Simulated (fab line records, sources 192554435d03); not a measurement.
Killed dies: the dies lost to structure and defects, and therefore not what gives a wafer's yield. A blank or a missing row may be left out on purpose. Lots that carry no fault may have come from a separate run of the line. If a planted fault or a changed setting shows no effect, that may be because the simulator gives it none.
fab line records	flow n5Finfet
record lots=5	wafers=12	lastDay=15
route steps=1938 shown PMOS_HMC_CHANNEL_EPI@57 BEOL_M4@1111 PASSIVATION@1936
lots untouched by any fault: they come from a run of this same line in which no faults occurred
startH: hours from the record's opening day to when the first of the lot's shown wafers began	waitH: hours elapsed since this lot's preceding step	" repeats the value in the row above	L1.1+2: a row that stands for several wafers	- no value, or no start was given	* or withheld: withheld	< > ~ a bound
route shown NAME@n: names a module that has steps shown in the file, with the first one's number in the route	usual: mean/standard deviation taken from wafers without a fault	same: alike in all rows	chamber/n: place in a boat	sites: per-site readings	_std_site: standard deviation of those values	_edge_site: the outer-site mean with the inner-site mean subtracted	radiusMm: how far each site lies from the wafer's centre	mask NAME#n: copy n	behind: the most recent tool/chamber to have shaped the wafer	hold: what put the lot on hold/how long, in hours/how the hold closed	device: the transistor (n, p or np) that didn't switch	end of line: the same wafers' tests at the end of the route	where a step has no rows: the recipe by itself	killed: the dies lost at the first sort to structure and to defects; this is not the yield of the wafer	map: dies across one wafer; x = killed, . = not, _ = none there
set.NAME: the run value of the setting; set.NAME@STEP: its run value at that earlier step	model.NAME: the simulator's own value behind a step, which no gauge read
lots seen at some steps along the route; tables by step, rows by wafer
services: a tool's chamber out of use, with start hour (startH, from the record's first day; less than 0 if before it), hours out, and reason
## steps
# step N5_PMOS_HMC_CHANNEL_EPI_HM_DEP_34
# recipe material=SiO2	targetThkA=360	tempC=400	precursor=TEOS/O2	pressureTorr=6.5	rfW=900	teosFlowSccm=161.4	gas=O2	flowSccm=2650	timeS=6.9
# step N5_PMOS_HMC_CHANNEL_EPI_COAT_31
# recipe resist=BARC	tempC=205	timeS=60	spinRpm=1500	resistThkNm=66
# step N5_PMOS_HMC_CHANNEL_EPI_COAT_03
# recipe resist=CAR-ArF-block	spinRpm=1500	resistThkNm=205
# step N5_PMOS_HMC_CHANNEL_EPI_EBR_05
# recipe solvent=PGMEA	ebrWidthMm=1.5
# step N5_PMOS_HMC_CHANNEL_EPI_SOFTBAKE_04
# recipe tempC=110	timeS=60	resist=CAR-ArF-block
# step N5_PMOS_HMC_CHANNEL_EPI_EXPOSE_06
# recipe maskId=PMOS_HMC_BLK	na=1.35	sourceShape=conventional	sigmaOuter=0.8	polarization=unpolarized	targetCdNm=240	doseMj=41
# step N5_PMOS_HMC_CHANNEL_EPI_PEB_07
# recipe pebTempC=110	pebTimeS=60	resist=CAR-ArF-block
# step N5_PMOS_HMC_CHANNEL_EPI_DEVELOP_08
# recipe developTimeS=30	developer=TMAH	resist=CAR-ArF-block	devTempC=23	rinseLiquid=diw	dry=airSpin
# step N5_PMOS_HMC_CHANNEL_EPI_DESCUM_14
# recipe chemistry=O2	timeS=7.9	sourcePowerW=50	biasPowerW=20	pressureMtorr=20	rfFrequencyHz=2.712e+07	tempC=40	resist=CAR-ArF-block	o2FlowSccm=225
# step N5_PMOS_HMC_CHANNEL_EPI_ETCH_32
# recipe chemistry=N2/H2	target=BARC	stopOn=SiO2	targetDepthA=858	overEtchFrac=0.3	timeS=50.3	ionEnergyEv=200	maskMaterial=CAR-ArF-block	pressureMtorr=30	sourceW=840	biasW=150	n2FlowSccm=200	h2FlowSccm=200
# usual drypumpMotorCurrentA=5.6/0.45	oesProductAu=0.65/0.056	rfVppV=524.5/2.2	showerheadPlenumPTorr=2.57/0.069	throttleValvePct=17.94/0.26
lot.wafer	tool	chamber	startH	waitH	drypumpMotorCurrentA	oesProductAu	rfHoursCounterH	rfVppV	showerheadPlenumPTorr	throttleValvePct	model.CAR-ArF-block_of_PMOS_HMC_CHANNEL_EPI_COAT_03.thkNm	model.PMOS_HMC_CHANNEL_EPI.cdNm	model.SiO2_of_PMOS_HMC_CHANNEL_EPI_HM_DEP_34.thkNm
L724.1	rieDiel-02	2	17.10	0.0	5.4	0.67	115	527.8	2.65	17.50	135.2	241.7	35.71
L724.2	"	1	"	"	6.5	0.65	149	524.1	2.53	17.87	133.3	238.7	35.98
L724.6	"	1	"	"	6.5	0.65	-	523.1	2.53	17.87	132.9	240.6	36.13
L734.2	rieDiel-02	3	77.95	0.0	5.1	0.61	206	524.3	2.53	18.04	99.08	245.2	34.95
L734.3	"	1	"	"	6.6	0.64	171	522.6	2.53	17.90	97.94	244.4	34.98
L735.3	rieDiel-02	3	84.34	0.0	5.1	0.60	208	523.6	2.53	18.04	97.56	245.9	35.18
L735.4	"	0	"	"	5.5	0.71	78	521.7	2.48	17.95	133.4	241.4	36.42
L736.2	rieDiel-02	1	89.48	0.0	6.5	0.64	174	524.2	2.52	17.91	97.56	243.9	34.22
L736.3	"	0	"	"	5.5	0.71	79	521.9	2.48	17.94	99.38	246	34.72
L739.1	rieDiel-03	3	107.06	0.0	6.0	0.70	117	523.2	2.56	17.96	133.4	237.4	35.79
L739.2	"	0	"	"	5.6	0.58	242	522.0	2.50	17.93	135.7	235.6	35.27
L739.3	"	1	"	"	4.9	0.59	244	522.9	2.51	18.25	135.4	237.5	35.16
# step N5_PMOS_HMC_CHANNEL_EPI_HM_OPEN_15
# recipe chemistry=CHF3/O2	target=SiO2	maskMaterial=CAR-ArF-block	targetDepthA=406	CHF3_flow_sccm=50	O2_flow_sccm=5	Ar_flow_sccm=200	timeS=20.3	pressureMtorr=30	sourceW=650	biasW=170	ionEnergyEv=200
# usual drypumpMotorCurrentA=5.6/0.45	oesProductAu=0.76/0.072	rfVppV=524/15	showerheadPlenumPTorr=2.44/0.071	throttleValvePct=18.96/0.21
lot.wafer	tool	chamber	startH	waitH	drypumpMotorCurrentA	oesProductAu	rfHoursCounterH	rfVppV	showerheadPlenumPTorr	throttleValvePct	model.CAR-ArF-block_of_PMOS_HMC_CHANNEL_EPI_COAT_03.thkNm
L724.1	rieDiel-02	2	17.14	0.0	5.4	0.77	115	534	2.52	18.61	95.49
L724.2	"	1	"	"	6.5	0.76	149	528	2.42	18.87	93.65
L724.6	"	1	"	"	6.5	0.76	-	528	2.42	18.86	93.56
L734.2	rieDiel-02	3	77.99	0.0	5.1	0.70	206	498	2.41	19.18	59.46
L734.3	"	1	"	"	6.5	0.75	171	528	2.41	18.90	57.93
L735.3	rieDiel-02	3	84.38	0.0	5.1	0.70	208	498	2.41	19.21	57.6
L735.4	"	0	"	"	5.5	0.83	78	548	2.34	18.68	92.24
L736.2	rieDiel-02	1	89.52	0.0	6.5	0.74	174	526	2.41	18.91	57.9
L736.3	"	0	"	"	5.5	0.83	79	549	2.34	18.68	58.43
L739.1	rieDiel-03	3	107.10	0.0	6.0	0.80	117	503	2.43	18.98	94.37
L739.2	"	0	"	"	5.6	0.66	242	538	2.37	18.95	96.39
L739.3	"	1	"	"	4.9	0.67	244	523	2.38	19.27	95.83
# step N5_PMOS_HMC_CHANNEL_EPI_STRIP_33
# recipe chemistry=N2/H2	powerW=500	tempC=40	pressureMtorr=50	rfFrequencyHz=6e+07	overashFraction=0.3	biasPowerW=8	h2Frac=0.5	n2FlowSccm=300	h2FlowSccm=300
# step N5_PMOS_HMC_CHANNEL_EPI_STRIP_17
# recipe chemistry=SPM	timeS=750	tempC=130	h2so4H2o2VolRatio=4	dry=ipaMarangoni
# step N5_PMOS_HMC_CHANNEL_EPI_ETCH_38
# recipe chemistry=CF4	target=SiO2	targetDepthA=15	ionEnergyEv=350	pressureMtorr=10	icpW=800	biasW=400	cf4FlowSccm=80
# step N5_PMOS_HMC_CHANNEL_EPI_FIN_RECESS_16
# recipe chemistry=HBr/Cl2	target=Si	maskMaterial=SiO2	targetDepthA=540	timeS=18	pressureMtorr=10	icpW=800	biasW=75	HBr_flow_sccm=150	Cl2_flow_sccm=80
# usual HBr_flow_sccm=150.0/0.46	drypumpMotorCurrentA=5.9/0.33	oesProductAu=1.002/0.022	throttleValvePct=35.3/0.34
lot.wafer	tool	chamber	startH	waitH	HBr_flow_sccm	drypumpMotorCurrentA	oesProductAu	rfHoursCounterH	throttleValvePct	model.PMOS_HMC_CHANNEL_EPI.cdNm
L724.1	rieSi-02	1	17.52	0.0	150.4	6.0	0.991	193	35.5	241.7
L724.2	"	2	"	"	149.3	6.0	0.985	164	35.7	238.9
L724.6	"	0	"	"	151.2	5.4	0.984	-	35.6	241
L734.2	rieSi-03	3	78.37	0.0	149.6	6.3	1.009	153	35.4	245.4
L734.3	"	1	"	"	150.3	5.9	1.019	96	35.1	244.4
L735.3	rieSi-05	0	84.76	0.0	150.0	5.4	0.970	146	35.0	246.2
L735.4	"	2	"	"	149.4	6.0	0.992	37	34.7	241.3
L736.2	rieSi-02	3	89.92	0.0	149.6	6.1	1.007	187	35.5	244
L736.3	"	1	"	"	149.8	6.0	1.005	194	35.5	246
L739.1	rieSi-02	1	107.48	0.0	149.4	6.0	0.999	194	35.5	237.4
L739.2	"	0	"	"	150.4	5.4	0.969	57	35.7	235.8
L739.3	"	2	"	"	149.6	6.0	0.988	166	35.7	237.6
# step N5_PMOS_HMC_CHANNEL_EPI_PRECLEAN_36
# recipe chemistry=O3/DIW	timeS=45	tempC=22	o3Ppm=10
# step N5_PMOS_HMC_CHANNEL_EPI_PRECLEAN_18
# recipe chemistry=DHF	timeS=30	tempC=25	dilution=withheld
lot.wafer	tool	chamber	startH	waitH	model.SiO2_of_PMOS_HMC_CHANNEL_EPI_HM_DEP_34.thkNm
L724.1	wetBench-06	0	17.63	0.0	24.82
L724.2	"	3	"	"	24.95
L724.6	"	1	"	"	25.05
L734.2	wetBench-06	0	78.48	0.0	24.02
L734.3	"	5	"	"	23.85
L735.3	wetBench-04	4	84.88	0.0	24.11
L735.4	"	7	"	"	25.37
L736.2	wetBench-06	0	90.04	0.0	23.01
L736.3	"	1	"	"	23.72
L739.1	wetBench-03	0	107.60	0.0	24.66
L739.2	"	7	"	"	24.17
L739.3	"	1	"	"	24.07
# step N5_PMOS_HMC_CHANNEL_EPI_SRD_19
# recipe dry=ipaMarangoni	doPpb=5	timeS=30	tempC=23	rinseLiquid=diw
# step N5_BEOL_M4_RC_MEAS_101
# usual DIBL_N=36.7/2.6	DIBL_P=36.9/2.8	IOFF_N=0.17/0.043	IOFF_P=0.22/0.05	ION_N=678/15	ION_P=465/9.2	SS_N=71.6/0.79	SS_P=73.5/0.82	VT_N=250/3.9	VT_P=-250/3.7
lot.wafer	tool	chamber	startH	waitH	DIBL_N[mV/V]	DIBL_P[mV/V]	IOFF_N[nA/um]	IOFF_P[nA/um]	ION_N[uA/um]	ION_P[uA/um]	SS_N[mV/dec]	SS_P[mV/dec]	VT_N[mV]	VT_P[mV]
L724.1	prober-01	0	176.67	0.0	41.2	43.8	0.30	0.33	697	474	72.9	75.2	241	-247
L724.2	"	0	"	"	39.7	41.6	0.23	0.27	689	470	72.9	74.0	248	-249
L724.6	"	0	"	"	33.8	35.1	0.12	0.17	665	462	71.1	72.7	254	-253
L734.2	prober-02	0	244.25	0.2	32.5	33.3	0.12	0.18	661	458	70.4	72.8	255	-251
L734.3	"	0	"	"	34.1	35.0	0.14	0.19	664	459	70.6	72.8	251	-254
L736.2	prober-01	0	251.51	0.2	40.0	39.4	0.21	0.25	675	460	72.3	73.6	244	-248
L736.3	"	0	"	"	37.5	36.9	0.17	0.22	674	462	71.0	73.7	248	-247
L735.3	prober-02	0	251.55	0.3	37.4	36.7	0.17	0.24	669	462	71.5	74.0	249	-249
L735.4	"	0	"	"	36.6	36.0	0.17	0.24	690	480	70.8	73.9	248	-247
L739.1	prober-01	0	263.49	0.0	37.0	36.9	0.16	0.21	678	465	70.9	73.8	252	-248
L739.2	"	0	"	"	34.2	33.8	0.12	0.18	661	462	70.7	73.3	253	-252
L739.3	"	0	"	"	33.7	32.4	0.12	0.16	681	466	69.8	72.5	252	-251
# step N5_PASSIVATION_PROBE_49
# usual defectLimitedYield=91.0/1.4	killed_at_M0_to_M3=36/9.6	killed_at_M4_up=14/6.1	killedAtContacts=13/6.6	killedAtFrontEnd=40/11	killedAtOther=3.2/2.9	killedDies=106/17	killedOnRim=14/3.9	killedOpen=71/12	killedShort=33/7.3	sort_bin_4_leakage=0.02/0.11	sort_bin_5_function=5.3/1	sort_bin_6_memory=3.4/0.68	sortNPass=1073/19	sortYieldPct=91.0/1.6
# same grossDies=1180	killedAtBackSide=0	sort_bin_8_speed[%]=0
lot.wafer	tool	chamber	startH	waitH	defectLimitedYield[%]	killed_at_M0_to_M3	killed_at_M4_up	killedAtContacts	killedAtFrontEnd	killedAtOther	killedDies	killedOnRim	killedOpen	killedShort	sort_bin_4_leakage[%]	sort_bin_5_function[%]	sort_bin_6_memory[%]	sortNPass	sortYieldPct[%]
L736.2	prober-01	-	347.83	0.1	87.6	52	14	10	69	1	146	15	107	37	0	7.8	4.4	1034	87.6
L736.3	prober-01	-	347.88	0.1	88.8	41	20	12	58	1	132	21	84	47	0	6.2	4.2	1048	88.8
L734.2	prober-02	-	348.09	0.1	89.9	44	4	14	50	7	119	20	71	42	0	5.8	3.4	1061	89.9
L735.3	prober-02	-	357.79	0.5	88.6	46	6	23	54	5	134	19	99	35	0	6.0	4.9	1046	88.6
L735.4	prober-02	-	357.84	0.5	88.6	47	4	11	54	18	134	13	84	46	0	6.4	4.7	1046	88.6
L739.1	prober-01	-	371.41	0.0	90.9	45	5	3	46	8	107	10	75	31	0	5.0	4.1	1073	90.9
L739.2	prober-01	-	371.46	0.1	88.6	57	7	7	60	4	135	16	81	51	0	6.9	4.1	1045	88.6
L739.3	prober-01	-	371.51	0.1	91.9	33	10	7	43	2	95	12	59	34	0	4.7	3.1	1085	91.9
# killed by level:class
L736.2 FIN_SAQP:geometricParticle:open=26 BEOL_M2:geometricParticle:open=15 BEOL_M0_SAQP:geometricParticle:open=15 FIN_SAQP:geometricParticle:short=14 MOL_CONTACT_COAG:geometricParticle:open=10 GATE_CUT:geometricParticle:short=6 BEOL_M1:geometricParticle:open=6 BEOL_M3:geometricParticle:open=6
L736.3 BEOL_M0_SAQP:geometricParticle:open=20 FIN_SAQP:geometricParticle:short=15 FIN_SAQP:geometricParticle:open=15 BEOL_M0_SAQP:geometricParticle:short=11 MOL_CONTACT_COAG:geometricParticle:open=8 BEOL_M4:geometricParticle:open=8 STI_FIN_REVEAL:geometricParticle:open=7 DUMMY_GATE:geometricParticle:open=7
L734.2 BEOL_M0_SAQP:geometricParticle:short=16 BEOL_M0_SAQP:geometricParticle:open=15 MOL_CONTACT_COAG:geometricParticle:open=12 FIN_SAQP:geometricParticle:short=11 FIN_SAQP:geometricParticle:open=11 STI_FIN_REVEAL:geometricParticle:open=9 HKMG_FIN:areaEtch=6 DUMMY_GATE:geometricParticle:open=5
L735.3 STI_FIN_REVEAL:geometricParticle:open=22 BEOL_M3:geometricParticle:open=20 MOL_CONTACT_COAG:geometricParticle:open=19 BEOL_M1:geometricParticle:open=7 FIN_SAQP:geometricParticle:short=5 FIN_SAQP:geometricParticle:open=4 STI_FIN_REVEAL:geometricParticle:short=4 BEOL_M2:geometricParticle:open=4
L735.4 STI_FIN_REVEAL:geometricParticle:open=20 BEOL_M1:geometricParticle:open=10 MOL_CONTACT_COAG:geometricParticle:open=9 BEOL_M2:geometricParticle:open=8 BEOL_M3:geometricParticle:open=8 MIM_BOT:geometricParticle:short=7 BEOL_M0_SAQP:geometricParticle:short=5 GATE_CUT:geometricParticle:open=5
L739.1 FIN_SAQP:geometricParticle:open=13 STI_FIN_REVEAL:geometricParticle:open=13 BEOL_M0_SAQP:geometricParticle:open=12 BEOL_M2:geometricParticle:open=11 BEOL_M0_SAQP:geometricParticle:short=11 FIN_SAQP:geometricParticle:short=6 STARTING-WAFER:geometricParticle:open=6 STI_FIN_REVEAL:geometricParticle:short=3
L739.2 BEOL_M0_SAQP:geometricParticle:short=22 STI_FIN_REVEAL:geometricParticle:open=19 FIN_SAQP:geometricParticle:open=13 BEOL_M0_SAQP:geometricParticle:open=12 FIN_SAQP:geometricParticle:short=8 BEOL_M2:geometricParticle:open=7 MOL_CONTACT_COAG:geometricParticle:open=6 STI_FIN_REVEAL:geometricParticle:short=4
L739.3 BEOL_M0_SAQP:geometricParticle:open=14 FIN_SAQP:geometricParticle:open=12 FIN_SAQP:geometricParticle:short=9 BEOL_M0_SAQP:geometricParticle:short=8 STI_FIN_REVEAL:geometricParticle:open=7 MOL_CONTACT_COAG:geometricParticle:open=7 STARTING-WAFER:geometricParticle:short=5 BEOL_M3:geometricParticle:open=4
## services
tool	chamber	startH	hours	kind
rieSi-05	0	-2.26	2.7	repair
rieSi-03	2	15.82	6.0	repair
rieDiel-02	-	22.07	1.7	repair
rieSi-05	-	26.95	14.6	pm
rieDiel-03	-	51.01	28.1	pm
rieDiel-02	3	51.13	3.8	repair
rieSi-02	-	70.58	0.4	repair
rieDiel-02	0	72.37	6.3	repair
rieSi-05	1	91.34	4.2	repair
rieSi-02	0	99.46	3.3	repair
rieDiel-03	2	103.34	6.7	repair
## key
firstSign none at tools or gauges
modelEffect step=N5_PMOS_HMC_CHANNEL_EPI_ETCH_32	value=CAR-ArF-block_of_PMOS_HMC_CHANNEL_EPI_COAT_03.thkNm	without=134	struck=98.31
modelEffect step=N5_PMOS_HMC_CHANNEL_EPI_HM_OPEN_15	value=CAR-ArF-block_of_PMOS_HMC_CHANNEL_EPI_COAT_03.thkNm	without=93.94	struck=58.27
modelEffect step=N5_PMOS_HMC_CHANNEL_EPI_FIN_RECESS_16	value=PMOS_HMC_CHANNEL_EPI.cdNm	without=240	struck=245.2
modelEffect step=N5_PMOS_HMC_CHANNEL_EPI_PRECLEAN_18	value=SiO2_of_PMOS_HMC_CHANNEL_EPI_HM_DEP_34.thkNm	without=24.92	struck=23.74
metAt N5_PMOS_HMC_CHANNEL_EPI_ETCH_32
struckWafers L734.2,L734.3,L735.3,L736.2,L736.3
onsetBetween 17.10 77.95
fault kind=processParameterDrift	tool=rieDiel-02	chamber=-	onsetH=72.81	steps=N5_PMOS_HMC_CHANNEL_EPI_ETCH_32	channel=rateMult	offset=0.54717	shape=step	endH=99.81	scope=struckWafersOnly
